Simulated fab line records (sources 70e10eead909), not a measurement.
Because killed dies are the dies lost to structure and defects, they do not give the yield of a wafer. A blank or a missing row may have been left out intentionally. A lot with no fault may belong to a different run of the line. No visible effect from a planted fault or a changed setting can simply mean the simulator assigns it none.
The same fault as seen by 2 desks	flow nand_harc	each desk has only its own numbers; what lay behind them comes last

THE DEFECT DESK
For each lot, the counts of the inspections along the route, averaged over the sampled wafers that have a number. The brackets show how far a lot's mean lies from the usual mean; more than 4 standard deviations puts the lot out of limits, marked OUT.
Columns: A = raw_defect_count at NHARC_P_GATE_INSPECT_68, usual 185
lot	first seen here	A
L816	day 7 16:06	357
L815	day 7 16:38	199
L820	day 9 11:08	549 (+5.1) OUT
L823	day 11 02:52	533 (+4.8) OUT
L830	day 13 18:50	147
L833	day 14 22:02	173
This desk's finding: out of limits on L820, L823; first on L820, day 9 11:08 (raw_defect_count at NHARC_P_GATE_INSPECT_68). L816, L815, L830, L833: within limits.

TOOL OWNER'S DESK, wet_bench-07
The tool's own readings at NHARC_P_GATE_STRIP_67 (strips in SPM, time 600 s): means of the sampled wafers that have a number, for each lot that ran on this tool. The brackets show how far a lot's mean lies from the usual mean; more than 4 standard deviations puts the lot out of limits, marked OUT.
Columns: A = temp_c at NHARC_P_GATE_STRIP_67, usual 129.99 C
lot	first seen here	A
L815	day 7 15:59	129.85
L820	day 9 10:41	129.90
L823	day 11 02:25	130.11
Finding of this desk: none of the 3 lots has anything out of limits.

BROUGHT TOGETHER
The defect desk could have raised an alarm at day 9 11:08, on L820, L823.
The desk of the tool owner found nothing out of limits.
Tool owner's desk: L820, L823 on record, inside its limits.
On wet_bench-07, each named lot ran NHARC_P_GATE_STRIP_67.

WHAT WAS PUT IN BY THE SIMULATOR
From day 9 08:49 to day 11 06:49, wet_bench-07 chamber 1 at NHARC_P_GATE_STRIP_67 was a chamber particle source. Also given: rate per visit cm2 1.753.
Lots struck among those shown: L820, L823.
Hours from the fault's start to each desk's first reading out of limits: the defect desk, 2.
